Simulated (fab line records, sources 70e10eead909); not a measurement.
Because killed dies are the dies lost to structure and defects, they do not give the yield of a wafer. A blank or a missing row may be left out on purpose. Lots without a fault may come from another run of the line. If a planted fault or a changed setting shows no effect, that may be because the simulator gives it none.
Commonality check across tools / flow nand_harc / 12 lots and 36 wafers in the sample

## THE REASON FOR OPENING IT
On 2 of the 12 lots, a flag is raised at NHARC_A_BLC_INSPECT_28 on the reading raw_defect_count. No-fault wafers: 482, standard deviation 100.
Rule: a lot gets a flag if all its wafers with a number sit over 4 standard deviations from that mean, or if no wafer of it has a number. The rest of the lots are taken to be sound.

lot=L231; measured=day 23 15:02; on=defect_inspect-02; raw_defect_count, wafer by wafer=524 431 510; flag=
lot=L233; measured=day 24 06:07; on=defect_inspect-01; raw_defect_count, wafer by wafer=614 557 533; flag=
lot=L230; measured=day 24 12:17; on=defect_inspect-01; raw_defect_count, wafer by wafer=489 555 513; flag=
lot=L237; measured=day 26 18:17; on=defect_inspect-01; raw_defect_count, wafer by wafer=6526 6814 6788; flag=FLAGGED
lot=L238; measured=day 27 04:40; on=defect_inspect-01; raw_defect_count, wafer by wafer=6723 6784 6740; flag=FLAGGED
lot=L245; measured=day 30 06:49; on=defect_inspect-02; raw_defect_count, wafer by wafer=472 429 501; flag=
lot=L244; measured=day 30 07:14; on=defect_inspect-01; raw_defect_count, wafer by wafer=731 512 536; flag=
lot=L246; measured=day 30 14:46; on=defect_inspect-02; raw_defect_count, wafer by wafer=526 694 398; flag=
lot=L249; measured=day 30 21:32; on=defect_inspect-02; raw_defect_count, wafer by wafer=381 382 375; flag=
lot=L248; measured=day 30 23:28; on=defect_inspect-02; raw_defect_count, wafer by wafer=544 633 385; flag=
lot=L250; measured=day 31 12:30; on=defect_inspect-02; raw_defect_count, wafer by wafer=284 349 362; flag=
lot=L247; measured=day 31 14:06; on=defect_inspect-02; raw_defect_count, wafer by wafer=338 350 343; flag=
The numbers of the flagged lots are 6729 on average: +6247 against the usual, or +62 standard deviations.

## WHICH TOOL EACH LOT WENT THROUGH
Before the reading, the record contains 4 process steps out of a 1302-step route. In each cell: the tool, then ch and the chambers that the sampled wafers went through, then the start.
lot=L231; flag=; NHARC_A_CONTACT_CVD_19=cvd_w-01 ch 0, day 23 13:38 or earlier; NHARC_A_BLC_ETCH_17=rie_diel-06 ch 0,3, day 23 13:38 or earlier; NHARC_A_BLC_DEGAS_30=pvd_sputter-02, day 23 13:38; NHARC_A_BLC_CMP_25=cmp-01 ch 1,2, day 23 14:37
lot=L233; flag=; NHARC_A_CONTACT_CVD_19=cvd_w-02 ch 0,1, day 24 04:44 or earlier; NHARC_A_BLC_ETCH_17=rie_diel-06 ch 0,2, day 24 04:44 or earlier; NHARC_A_BLC_DEGAS_30=pvd_sputter-01, day 24 04:44; NHARC_A_BLC_CMP_25=cmp-01 ch 0,1,3, day 24 05:45
lot=L230; flag=; NHARC_A_CONTACT_CVD_19=cvd_w-02 ch 0,1, day 24 10:51 or earlier; NHARC_A_BLC_ETCH_17=rie_diel-06 ch 0,2,3, day 24 10:51 or earlier; NHARC_A_BLC_DEGAS_30=pvd_sputter-02, day 24 10:51; NHARC_A_BLC_CMP_25=cmp-04 ch 1,2,3, day 24 11:53
lot=L237; flag=FLAGGED; NHARC_A_CONTACT_CVD_19=cvd_w-01 ch 0,1, day 26 16:52 or earlier; NHARC_A_BLC_ETCH_17=rie_diel-06 ch 0,1,2, day 26 16:52 or earlier; NHARC_A_BLC_DEGAS_30=pvd_sputter-02, day 26 16:52; NHARC_A_BLC_CMP_25=cmp-02 ch 1,2,3, day 26 17:56
lot=L238; flag=FLAGGED; NHARC_A_CONTACT_CVD_19=cvd_w-01 ch 0, day 27 03:17 or earlier; NHARC_A_BLC_ETCH_17=rie_diel-11 ch 2,3, day 27 03:17 or earlier; NHARC_A_BLC_DEGAS_30=pvd_sputter-01, day 27 03:17; NHARC_A_BLC_CMP_25=cmp-01 ch 0,1,2, day 27 04:17
lot=L245; flag=; NHARC_A_CONTACT_CVD_19=cvd_w-01 ch 0,1, day 30 05:26 or earlier; NHARC_A_BLC_ETCH_17=rie_diel-09 ch 0,1,3, day 30 05:26 or earlier; NHARC_A_BLC_DEGAS_30=pvd_sputter-01, day 30 05:26; NHARC_A_BLC_CMP_25=cmp-02 ch 0,2,3, day 30 06:26
lot=L244; flag=; NHARC_A_CONTACT_CVD_19=cvd_w-02 ch 0,1, day 30 05:49 or earlier; NHARC_A_BLC_ETCH_17=rie_diel-11 ch 2,3, day 30 05:49 or earlier; NHARC_A_BLC_DEGAS_30=pvd_sputter-02, day 30 05:49; NHARC_A_BLC_CMP_25=cmp-02 ch 0,3, day 30 06:50
lot=L246; flag=; NHARC_A_CONTACT_CVD_19=cvd_w-02 ch 1, day 30 13:24 or earlier; NHARC_A_BLC_ETCH_17=rie_diel-06 ch 0,1, day 30 13:24 or earlier; NHARC_A_BLC_DEGAS_30=pvd_sputter-01, day 30 13:24; NHARC_A_BLC_CMP_25=cmp-02 ch 0,3, day 30 14:22
lot=L249; flag=; NHARC_A_CONTACT_CVD_19=cvd_w-01 ch 0,1, day 30 20:08 or earlier; NHARC_A_BLC_ETCH_17=rie_diel-06 ch 0,3, day 30 20:08 or earlier; NHARC_A_BLC_DEGAS_30=pvd_sputter-01, day 30 20:08; NHARC_A_BLC_CMP_25=cmp-02 ch 0,1,3, day 30 21:08
lot=L248; flag=; NHARC_A_CONTACT_CVD_19=cvd_w-02 ch 0,1, day 30 22:05 or earlier; NHARC_A_BLC_ETCH_17=rie_diel-06 ch 0,3, day 30 22:05 or earlier; NHARC_A_BLC_DEGAS_30=pvd_sputter-03, day 30 22:05; NHARC_A_BLC_CMP_25=cmp-02 ch 1,2,3, day 30 23:07
lot=L250; flag=; NHARC_A_CONTACT_CVD_19=cvd_w-02 ch 0,1, day 31 11:07 or earlier; NHARC_A_BLC_ETCH_17=rie_diel-06 ch 2,3, day 31 11:07 or earlier; NHARC_A_BLC_DEGAS_30=pvd_sputter-01, day 31 11:07; NHARC_A_BLC_CMP_25=cmp-04 ch 1,2, day 31 12:07
lot=L247; flag=; NHARC_A_CONTACT_CVD_19=cvd_w-02 ch 0,1, day 31 12:46 or earlier; NHARC_A_BLC_ETCH_17=rie_diel-09 ch 0,1,2, day 31 12:46 or earlier; NHARC_A_BLC_DEGAS_30=pvd_sputter-01, day 31 12:46; NHARC_A_BLC_CMP_25=cmp-01 ch 1,2, day 31 13:44
What the steps here do:
- NHARC_A_CONTACT_CVD_19: deposits W, target thk 300 nm, time 802 s.
- NHARC_A_BLC_ETCH_17: etches the open film in N2/H2, target depth 390 nm, time 609.38 s.
- NHARC_A_BLC_DEGAS_30: time 60 s.
- NHARC_A_BLC_CMP_25: polishes, t overpolish 30 s, target thk 150 nm.
- NHARC_A_BLC_INSPECT_28

## FLAGGED AGAINST TOTAL, ONE TOOL AT A TIME (gauges that did the reading follow at the end)
step=NHARC_A_CONTACT_CVD_19; tool=cvd_w-01; lots run=5; flagged=2; share of the flagged lots=all; sound lots run after its first flagged lot=2 (L245,L249)
step=NHARC_A_CONTACT_CVD_19; tool=cvd_w-02; lots run=7; flagged=0; share of the flagged lots=none; sound lots run after its first flagged lot=-
step=NHARC_A_BLC_ETCH_17; tool=rie_diel-06; lots run=8; flagged=1; share of the flagged lots=some; sound lots run after its first flagged lot=4 (L246,L249,L248,L250)
step=NHARC_A_BLC_ETCH_17; tool=rie_diel-09; lots run=2; flagged=0; share of the flagged lots=none; sound lots run after its first flagged lot=-
step=NHARC_A_BLC_ETCH_17; tool=rie_diel-11; lots run=2; flagged=1; share of the flagged lots=some; sound lots run after its first flagged lot=1 (L244)
step=NHARC_A_BLC_DEGAS_30; tool=pvd_sputter-01; lots run=7; flagged=1; share of the flagged lots=some; sound lots run after its first flagged lot=5 (L245,L246,L249,L250,L247)
step=NHARC_A_BLC_DEGAS_30; tool=pvd_sputter-02; lots run=4; flagged=1; share of the flagged lots=some; sound lots run after its first flagged lot=1 (L244)
step=NHARC_A_BLC_DEGAS_30; tool=pvd_sputter-03; lots run=1; flagged=0; share of the flagged lots=none; sound lots run after its first flagged lot=-
step=NHARC_A_BLC_CMP_25; tool=cmp-01; lots run=4; flagged=1; share of the flagged lots=some; sound lots run after its first flagged lot=1 (L247)
step=NHARC_A_BLC_CMP_25; tool=cmp-02; lots run=6; flagged=1; share of the flagged lots=some; sound lots run after its first flagged lot=5 (L245,L244,L246,L249,L248)
step=NHARC_A_BLC_CMP_25; tool=cmp-04; lots run=2; flagged=0; share of the flagged lots=none; sound lots run after its first flagged lot=-
step=NHARC_A_BLC_INSPECT_28; tool=defect_inspect-01; lots run=5; flagged=2; share of the flagged lots=all; sound lots run after its first flagged lot=1 (L244)
step=NHARC_A_BLC_INSPECT_28; tool=defect_inspect-02; lots run=7; flagged=0; share of the flagged lots=none; sound lots run after its first flagged lot=-
NHARC_A_CONTACT_CVD_19 gives no start for some lots, so the hours and the order of its lots are those of NHARC_A_BLC_DEGAS_30. NHARC_A_BLC_ETCH_17 gives no start for some lots, so the hours and the order of its lots are those of NHARC_A_BLC_DEGAS_30.

## WHAT THE TABLE ALLOWS
2 rows of the table ran every flagged lot: cvd_w-01 at NHARC_A_CONTACT_CVD_19, defect_inspect-01 at NHARC_A_BLC_INSPECT_28.
- cvd_w-01 at NHARC_A_CONTACT_CVD_19: 2 of its 5 lots flagged. Sound lots followed the first flagged one (L245, L249) on it, something a lasting fault affecting the whole tool could not allow.
- defect_inspect-01 at NHARC_A_BLC_INSPECT_28: 2 of its 5 lots flagged. Sound lots followed the first flagged one (L244) on it, something a lasting fault affecting the whole tool could not allow.
None of the table's rows ran every flagged lot and, after the first, no sound lot.

## WHAT HAD BEEN PUT IN BY THE SIMULATOR
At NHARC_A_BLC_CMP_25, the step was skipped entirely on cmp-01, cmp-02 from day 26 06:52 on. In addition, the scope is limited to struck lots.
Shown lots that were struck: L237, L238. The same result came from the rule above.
